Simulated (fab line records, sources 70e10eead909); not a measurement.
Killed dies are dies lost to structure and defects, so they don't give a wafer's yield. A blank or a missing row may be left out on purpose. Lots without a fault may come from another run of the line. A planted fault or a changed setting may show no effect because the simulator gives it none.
fab line records | flow nand_harc | part 2 of 2: steps 29 to 39 of 39
record lots=5 wafers=15 last_day=23
route steps=1159 shown A_BLC@984 A_M0@994
lots that met no fault: from a run of the same line without faults
start_h: hours from the record's first day to the start of the lot's first wafer shown | wait_h: hours since the lot's step before | " the same as in the row above | L1.1+2: a row that stands for several wafers | - no value, or no start given | * or withheld: withheld | < > ~ a bound
route shown NAME@n: a module of which the file shows steps, and the number in the route of the first | usual: mean/standard deviation of fault-free wafers | same: alike in all rows | chamber/n: place in a boat | sites: the reading at each site | _std_site: their standard deviation | _edge_site: outer sites' mean less inner sites' | radius_mm: how far each site lies from the wafer's centre | mask NAME#n: copy n | behind: the tool/chamber that last shaped the wafer | hold: why the lot was held/for how many hours/how that ended | device: the transistor (n, p or np) that didn't switch | end of line: the same wafers' tests at the end of the route | a step without rows: its recipe alone | killed: dies lost to structure and defects at the first sort, not the wafer's yield | map: a wafer's dies, x killed, . not, _ none there
set.NAME: the setting as run; set.NAME@STEP: as run at that earlier step | model.NAME: the simulator's own value behind a step, which no gauge read
lots at some steps of the route; a table a step, a row a wafer
services: from which hour (start_h, from the record's first day; less than 0 if before it) a tool's chamber was out of use, for how many hours, and why
## steps
# step NHARC_A_M0_DEGAS_28
# recipe temp_c=250 time_s=60
# usual heater_power_w=348/29
# same time_s=60
# columns lot.wafer tool chamber start_h wait_h heater_power_w
L079.3 pvd_sputter-03 - 424.51 - 360
L079.2 " - " " 322
L079.5 " - " " 365
L083.2 pvd_sputter-02 - 442.47 - 352
L083.1 " - " " 348
L083.5 " - " " 348
L081.4 pvd_sputter-03 - 447.04 - 375
L081.2 " - " " 324
L081.5 " - " " 373
L082.2 pvd_sputter-01 - 448.34 - 322
L082.1 " - " " 312
L082.5 " - " " 368
L089.3 pvd_sputter-03 - 498.04 - 376
L089.2 " - " " 302
L089.6 " - " " 371
# step NHARC_A_M0_PRE_CLEAN_29
# recipe time_s=30 temp_c=280 gas=H2/He
# usual heater_power_w=427/34
# same time_s=30
# columns lot.wafer tool chamber start_h wait_h heater_power_w
L079.2 pvd_sputter-03 - - - 411
L079.3 " - " " 454
L079.5 " - " " 477
L083.2 pvd_sputter-02 - - - 432
L083.1 " - " " 424
L083.5 " - " " 437
L081.2 pvd_sputter-03 - - - 451
L081.4 " - " " 392
L081.5 " - " " 450
L082.1 pvd_sputter-01 - - - 356
L082.2 " - " " 398
L082.5 " - " " 363
L089.2 pvd_sputter-03 - - - 455
L089.3 " - " " 463
L089.6 " - " " 467
# step NHARC_A_M0_PVD_20
# recipe target_thk_a=50 bias_v=168.6 power_w=15000 chamber_pressure_pa=0.12 time_s=8.06 substrate_temp_c=50 material=TaN
# usual chamber_pressure_pa=0.11998/0.00026 throttle_valve_pct=30.0/0.91
# same time_s=8.06
# columns lot.wafer tool chamber start_h wait_h chamber_pressure_pa throttle_valve_pct
L079.3 pvd_sputter-03 - - - 0.12016 29.8
L079.2 " - " " 0.12066 29.9
L079.5 " - " " 0.1207 30.2
L083.1 pvd_sputter-02 - - - 0.12016 29.1
L083.2 " - " " 0.11985 32.5
L083.5 " - " " 0.1199 29.2
L081.2 pvd_sputter-03 - - - 0.1199 30.0
L081.4 " - " " 0.11968 29.8
L081.5 " - " " 0.11934 30.2
L082.1 pvd_sputter-01 - - - 0.12004 29.8
L082.2 " - " " 0.11984 29.7
L082.5 " - " " 0.11988 30.3
L089.2 pvd_sputter-03 - - - 0.11979 29.8
L089.3 " - " " 0.11972 28.8
L089.6 " - " " 0.12027 29.6
# step NHARC_A_M0_PVD_21
# recipe target_thk_a=300 chamber_pressure_pa=5 power_w=5000 substrate_temp_c=30 time_s=20.49 material=Cu
# usual chamber_pressure_pa=4.999/0.011 throttle_valve_pct=29.9/0.89
# same time_s=20.49
# columns lot.wafer tool chamber start_h wait_h chamber_pressure_pa throttle_valve_pct
L079.3 pvd_sputter-03 - - - 5.011 28.5
L079.2 " - " " 5.005 29.9
L079.5 " - " " 4.995 29.5
L083.2 pvd_sputter-02 - - - 5.003 30.4
L083.1 " - " " 5.007 32.2
L083.5 " - " " 5.004 30.3
L081.2 pvd_sputter-03 - - - 4.987 30.0
L081.4 " - " " 5.006 29.9
L081.5 " - " " 4.993 30.2
L082.1 pvd_sputter-01 - - - 5.003 30.8
L082.2 " - " " 5.006 29.7
L082.5 " - " " 4.997 30.9
L089.2 pvd_sputter-03 - - - 4.989 28.6
L089.3 " - " " 5.008 30.2
L089.6 " - " " 4.991 28.9
# step NHARC_A_M0_ECD_22
# recipe target_thk_a=4000 bath_temp_c=25 material=Cu
# columns lot.wafer tool chamber start_h wait_h
L079.2+3+5 ecd_cu-02 0,1,1 424.94 -
L083.1+2+5 ecd_cu-02 0,1,0 442.83 -
L081.2+4+5 ecd_cu-02 1 447.44 -
L082.1+2+5 ecd_cu-01 0,1,0 448.68 -
L089.2+3+6 ecd_cu-02 0,1,1 498.44 -
# step NHARC_A_M0_ANNEAL_30
# recipe temp_c=225 time_s=90
# usual wafer_temp_C_max=226.34/0.29
# same time_s=90
# columns lot.wafer tool chamber start_h wait_h wafer_temp_C_max
L079.2 rtp_anneal-01 0 425.34 - 225.81
L079.3 " 0 " " 226.20
L079.5 " 0 " " 226.50
L083.1 rtp_anneal-02 0 443.21 0.3 226.48
L083.2 " 0 " " 226.36
L083.5 " 0 " " 226.25
L081.2 rtp_anneal-02 0 447.82 - 226.49
L081.4 " 0 " " 226.26
L081.5 " 0 " " 226.37
L082.1 rtp_anneal-01 0 449.06 - 226.51
L082.2 " 0 " " 226.34
L082.5 " 0 " " 226.43
L089.2 rtp_anneal-01 0 498.82 - 226.08
L089.3 " 0 " " 226.14
L089.6 " 0 " " 226.00
# step NHARC_A_M0_CMP_23
# recipe t_overpolish_s=20 target_thk_nm=113.75
# usual motor_current_A=12.0/1.1 time_to_endpoint_s=28.4/2.4
# columns lot.wafer tool chamber start_h wait_h motor_current_A time_to_endpoint_s
L079.2 cmp-03 0 425.77 - 10.9 28.9
L079.3 " 3 " " 11.5 29.0
L079.5 " 1 " " 12.5 27.5
L083.1 cmp-01 2 443.55 - 11.6 30.9
L083.2 " 1 " " 12.4 31.3
L083.5 " 2 " " 11.3 27.8
L081.4 cmp-02 0 448.17 - 10.2 28.7
L081.2 " 1 " " 10.7 27.8
L081.5 " 0 " " 9.8 29.4
L082.2 cmp-02 3 449.43 - 13.1 28.1
L082.1 " 0 " " 9.3 29.7
L082.5 " 2 " " 13.0 27.8
L089.2 cmp-02 0 499.11 - 9.8 29.1
L089.3 " 3 " " 13.2 28.5
L089.6 " 1 " " 11.7 26.7
# step NHARC_A_M0_THK_MEAS_24
# recipe thk_meas_gauge=xrf
# usual thk_nm=113.9/1.3
# columns lot.wafer tool chamber start_h wait_h thk_nm
L079.2 film_metro-01 - 426.09 - 115.5
L079.3 " - " " 112.7
L079.5 " - " " 113.9
L083.1 film_metro-02 - 443.87 - 113.4
L083.2 " - " " 114.5
L083.5 " - " " 115.8
L081.2 film_metro-02 - 448.46 - 113.5
L081.4 " - " " 112.7
L081.5 " - " " 113.8
L082.1 film_metro-01 - 449.72 - 112.6
L082.2 " - " " 112.0
L082.5 " - " " 113.4
L089.2 film_metro-01 - 499.43 - 116.8
L089.3 " - " " 112.7
L089.6 " - " " 113.2
# step NHARC_A_M0_SRD_25
# columns lot.wafer tool chamber start_h wait_h
L079.5+2+3 wet_bench-08 7,0,1 426.13 0.0
L083.1+2+5 wet_bench-08 3,5,6 443.91 0.0
L081.5+4+2 wet_bench-10 4,7,1 448.50 0.0
L082.1+2+5 wet_bench-10 5,6,2 449.76 0.0
L089.2+3+6 wet_bench-10 5,7,0 499.48 0.0
# step NHARC_A_M0_INSPECT_27
# usual raw_defect_count=461/140
# columns lot.wafer tool chamber start_h wait_h raw_defect_count
L079.2 defect_inspect-01 - 426.25 0.0 444
L079.3 " - " " 478
L079.5 " - " " 584
L083.1 defect_inspect-02 - 444.02 0.0 360
L083.2 " - " " 356
L083.5 " - " " 433
L081.2 defect_inspect-01 - 448.62 0.0 252
L081.4 " - " " 350
L081.5 " - " " 417
L082.1 defect_inspect-02 - 449.88 0.0 616
L082.2 " - " " 374
L082.5 " - " " 348
L089.2 defect_inspect-01 - 499.59 0.0 397
L089.3 " - " " 300
L089.6 " - " " 315
# step NHARC_A_M0_PRE_CLEAN_31
# recipe time_s=12 temp_c=370 rf_power_w=300 gas=NH3
# usual heater_power_w=618/110
# same time_s=12
# columns lot.wafer tool chamber start_h wait_h heater_power_w
L079.2 pecvd-03 1 426.34 0.1 846
L079.3 " 0 " " 548
L079.5 " 1 " " 858
L083.1 pecvd-01 0 444.09 0.1 500
L083.2 " 1 " " 655
L083.5 " 0 " " 491
L081.2 pecvd-02 2 448.88 0.3 744
L081.5 " 1 " " 499
L081.4 " 2 " " 765
L082.2 pecvd-03 0 449.96 0.1 480
L082.1 " 1 " " 857
L082.5 " 2 " " 578
L089.2 pecvd-03 0 499.65 0.1 546
L089.3 " 2 " " 662
L089.6 " 2 " " 658
## services
# columns tool chamber start_h hours kind
ald_metal-02 3 398.07 4.1 repair
cmp-04 - 399.29 4.0 pm
ald_metal-04 - 406.00 10.0 pm
wet_bench-08 - 406.40 8.0 pm
cmp-04 - 411.00 3.1 repair
cmp-01 - 416.27 18.0 repair
wet_bench-10 - 423.21 8.0 pm
cmp-02 - 424.13 4.0 pm
rie_diel-09 3 428.29 8.4 repair
rie_diel-09 - 431.13 9.0 pm
litho_track-01 - 443.00 7.0 pm
wet_bench-07 - 448.00 8.0 pm
pvd_sputter-03 - 458.08 10.0 pm
cmp-02 - 466.07 0.6 repair
litho_track-06 - 467.00 7.0 pm
rie_diel-09 2 467.11 20.8 repair
pecvd-03 - 473.36 13.0 pm
cmp-01 - 476.37 1.1 repair
ecd_cu-02 - 476.99 0.3 repair
pvd_sputter-02 - 477.55 1.4 repair
cmp-01 - 479.20 4.0 pm
arfi_scanner-03 - 484.02 4.0 pm
litho_track-04 - 491.00 7.0 pm
arfi_scanner-03 - 491.80 9.5 repair
